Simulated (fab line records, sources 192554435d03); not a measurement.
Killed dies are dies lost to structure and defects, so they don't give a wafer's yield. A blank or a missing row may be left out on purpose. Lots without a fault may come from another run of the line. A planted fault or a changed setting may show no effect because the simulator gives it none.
A struck lot beside a sound one | flow n5_finfet | 16 steps out of a route of 1938
Sound: wafers L450.3, L450.5, L450.6. Struck: wafers L449.1, L449.4, L449.6. The cause comes at the end.
At each step with rows: each side's tool, then ch and its chambers, then its first start. Under that, the readings that differ: sound wafers | struck wafers | difference of the means | sigmas: that difference in standard deviations of wafers without a fault.
alike: readings whose means differ by less than 2 such deviations, and words and numbers that are the same on both sides. not compared: withheld readings, readings that some wafer has no value for, bounds like >300 that may hide the same value, and numbers for which the record gives no deviation and whose values overlap.
The two part at a step that has a row with sigmas, a row that says differs or no value, or rows on one side only. Numbers that don't overlap but have no deviation are shown without sigmas and don't part them. A reading that every wafer of one side lacks parts them only if that side has two wafers or more.

first, 1 step without rows for these wafers: N5_BEOL_M3_ANNEAL_80 (time 240 s).
N5_BEOL_M3_SPUTTER_81: material Cu, target thk 4.5 nm, time 8.29 s.
  sound on pvd_sputter-02, day 10 23:34; struck on pvd_sputter-03, day 10 14:44
  alike: substrate_temp_c, throttle_valve_pct
then, 3 steps without rows for these wafers: N5_BEOL_M3_ANNEAL_82 (time 240 s); N5_BEOL_M3_SPUTTER_86 (material Cu, target thk 4.5 nm, time 8.29 s); N5_BEOL_M3_ANNEAL_87 (time 240 s).
N5_BEOL_M3_SPUTTER_88: material Cu, target thk 4.5 nm, time 8.29 s.
  sound on pvd_sputter-02, day 11 00:01; struck on pvd_sputter-03, day 10 15:10
  alike: substrate_temp_c, throttle_valve_pct
N5_BEOL_M3_ANNEAL_89: time 240 s.
  sound on pvd_sputter-02, day 11 00:05; struck on pvd_sputter-03, day 10 15:15
  reading              | sound                | struck               | difference | sigmas
  susceptor_temp_C (C) | 399.55 400.00 399.96 | 400.41 400.40 400.35 | +0.55      | +3
  alike: heater_power_w
then, 2 steps without rows for these wafers: N5_BEOL_M3_SPUTTER_90 (material Cu, target thk 4.5 nm, time 8.29 s); N5_BEOL_M3_ANNEAL_91 (time 240 s).
N5_BEOL_M3_SPUTTER_92: material Cu, target thk 4.5 nm, time 8.29 s.
  sound on pvd_sputter-02, day 11 00:27; struck on pvd_sputter-03, day 10 15:37
  reading              | sound                | struck               | difference | sigmas
  substrate_temp_c (C) | -19.88 -19.78 -19.86 | -20.17 -20.01 -19.95 | -0.20      | -2
  alike: throttle_valve_pct
then, 2 steps without rows for these wafers: N5_BEOL_M3_ANNEAL_93 (time 240 s); N5_BEOL_M3_SPUTTER_94 (material Cu, target thk 4.5 nm, time 8.29 s).
N5_BEOL_M3_ANNEAL_95: time 240 s.
  sound on pvd_sputter-02, day 11 00:45; struck on pvd_sputter-03, day 10 15:55
  no value came back on the struck wafers for heater_power_w (W), susceptor_temp_C (C); on the sound wafers heater_power_w (W) reads 841 911 826
N5_BEOL_M3_SPUTTER_96: material Cu, target thk 4.5 nm, time 8.29 s.
  sound on pvd_sputter-02, day 11 00:53; struck on pvd_sputter-03, day 10 16:03
  alike: substrate_temp_c, throttle_valve_pct
N5_BEOL_M4_RC_MEAS_101:
  sound on prober-02 ch 0, day 11 14:20; struck on prober-01 ch 0, day 11 04:58
  alike: DIBL_N, DIBL_P, IOFF_N, IOFF_P, ION_N, ION_P, SS_N, SS_P, VT_N, VT_P
-- the record jumps here: 4 days lie between the struck wafers' starts before and after (it left off in module BEOL_M4 and takes up again in module PASSIVATION, whose first step shown is number 1936 of the route) --
N5_PASSIVATION_PROBE_49:
  sound on prober-02, day 16 06:32; struck on prober-02, day 15 11:18
  alike: defect_limited_yield, killed_at_M0_to_M3, killed_at_M4_up, killed_at_contacts, killed_at_front_end, killed_at_other, killed_dies, killed_on_rim, killed_open, killed_short, sort_bin_5_function, sort_bin_6_memory, sort_n_pass, sort_yield_pct

WHERE THEY PART
First at N5_BEOL_M3_ANNEAL_89; last, within this record, at N5_BEOL_M3_ANNEAL_95. Later steps at which nothing parts them and some readings are alike: N5_BEOL_M3_SPUTTER_96, N5_BEOL_M4_RC_MEAS_101, N5_PASSIVATION_PROBE_49.

WHY: what the simulator had put in
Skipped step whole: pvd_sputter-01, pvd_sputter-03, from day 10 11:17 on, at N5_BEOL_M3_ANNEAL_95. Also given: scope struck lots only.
